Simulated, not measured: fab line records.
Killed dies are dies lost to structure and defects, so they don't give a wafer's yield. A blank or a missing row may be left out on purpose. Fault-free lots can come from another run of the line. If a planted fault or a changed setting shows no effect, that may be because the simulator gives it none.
Chamber matching	flow n5_finfet	rie_diel-06 running N5_BEOL_M3_DESCUM_33: 4 sister chambers
The step chemistry O2, time 7 s. 18 wafers are shown with their chamber, then 9 later ones without.

EACH WAFER AND ITS CHAMBER
wafer	chamber	throttle_valve_pct (%)	drypump_motor_current_A (A)	showerhead_plenum_p_Torr (Torr)
L076.2	3	20.17	5.8	2.21
L076.4	1	20.10	6.1	2.14
L076.6	3	20.17	5.8	2.21
L077.2	0	20.59	6.0	2.06
L077.4	2	20.40	5.2	2.14
L077.5	3	20.18	5.8	2.21
L086.4	3	20.20	5.8	2.21
L086.5	3	20.19	5.8	2.21
L086.6	0	20.60	6.0	2.06
L087.3	0	20.62	6.0	2.06
L087.4	2	20.41	5.2	2.13
L087.6	1	20.10	6.1	2.13
L089.1	3	20.20	5.8	2.20
L089.2	2	20.40	5.3	2.13
L089.4	2	20.41	5.2	2.13
L091.1	3	20.20	5.9	2.20
L091.3	3	20.21	5.8	2.20
L091.6	3	20.20	5.8	2.20

SIGNATURES (means of the wafers above)
reading	chamber 0	chamber 1	chamber 2	chamber 3	scatter within a chamber
throttle_valve_pct	20.6033	20.1000	20.4050	20.1911	0.0127
drypump_motor_current_A	6.000	6.100	5.225	5.811	0.0342
showerhead_plenum_p_Torr	2.0600	2.1350	2.1325	2.2056	0.00498
Rule: for each reading, subtract the chamber's mean from the wafer's reading, divide by that reading's scatter and square the result; add these up over the readings and take the root, which gives the wafer's distance from the chamber. The wafer belongs to the nearest chamber; if the next one is less than 2 further off, it can't be placed. How the scatter is found: for the shown wafers, subtract from each reading the mean of its chamber, square and add these, divide the total by (wafers less chambers), then take the root.

WAFERS MISSING THEIR CHAMBER
wafer	throttle_valve_pct (%)	drypump_motor_current_A (A)	showerhead_plenum_p_Torr (Torr)
L094.1	20.25	5.9	2.06
L094.5	20.11	6.1	2.13
L094.6	20.43	5.2	2.13
L093.2	20.27	5.9	2.06
L093.4	20.12	6.1	2.13
L093.6	20.25	6.0	2.06
L096.1	20.44	5.2	2.13
L096.2	20.22	5.9	2.20
L096.6	20.43	5.2	2.13

CHAMBER TAKEN BY EACH
wafer	from the rows above	in truth
L094.1	1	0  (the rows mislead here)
L094.5	1	1
L094.6	2	2
L093.2	1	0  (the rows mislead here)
L093.4	1	1
L093.6	1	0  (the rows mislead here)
L096.1	2	2
L096.2	3	3
L096.6	2	2
Correctly placed: 6 of 9. Number that these rows cannot place: 0. Number placed wrongly: 3.
